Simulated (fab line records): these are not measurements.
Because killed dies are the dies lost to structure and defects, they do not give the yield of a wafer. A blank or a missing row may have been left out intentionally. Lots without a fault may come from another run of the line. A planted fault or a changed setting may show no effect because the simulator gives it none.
2 desks, one fault	flow nandHarc	each desk has only its own numbers; what lay behind them comes last

## THE DEFECT DESK
Counts from the inspections along the route, per lot, as means over the sampled wafers that have a number. If a lot's mean is further than 4 standard deviations from the usual mean, the lot is out of limits and carries the mark OUT (the distance appears in the brackets).
Columns: A = rawDefectCount at NHARC_A_M0_INSPECT_11, usual 86
lot	first seen here	A
L791	day 23 04:59	104
L798	day 26 16:19	62
L806	day 30 05:08	69
L805	day 30 09:14	141
L811	day 32 09:26	100
This desk's verdict: no lot among the 5 shows anything out of limits.

## AT THE METROLOGY DESK
Lot by lot, what the gauges showed, no matter which tool ran the lot: averages of those sampled wafers that carry a number. If a lot's mean is further than 4 standard deviations from the usual mean, the lot is out of limits and carries the mark OUT (the distance appears in the brackets).
Columns: A = cdNm at NHARC_A_M0_CD_MEAS_09, usual 79.6 nm; B = overlayXNm at NHARC_A_M0_OVL_MEAS_10, usual 0.0 nm; C = overlayYNm at NHARC_A_M0_OVL_MEAS_10, usual -0.2 nm; D = cdNm at NHARC_A_M0_CD_MEAS_16, usual 79.6 nm; E = thkNm at NHARC_A_M0_THK_MEAS_24, usual 113.7 nm
lot	first seen here	A	B	C	D	E
L791	day 23 04:52	80.4	-0.7	-1.1	80.7	113.7
L798	day 26 16:11	79.9	0.4	-0.7	80.6	115.6
L806	day 30 05:01	79.2	-1.1	-1.1	80.1	114.4
L805	day 30 09:07	80.3	1.5	0.9	81.0	114.4
L811	day 32 09:18	79.2	0.6	-0.7	79.5	112.2
This desk's verdict: no lot among the 5 shows anything out of limits.

## PUT TOGETHER
The defect desk saw nothing out of limits.
From the metrology desk's view, nothing was out of limits.

## WHAT THE SIMULATOR HAD INSERTED
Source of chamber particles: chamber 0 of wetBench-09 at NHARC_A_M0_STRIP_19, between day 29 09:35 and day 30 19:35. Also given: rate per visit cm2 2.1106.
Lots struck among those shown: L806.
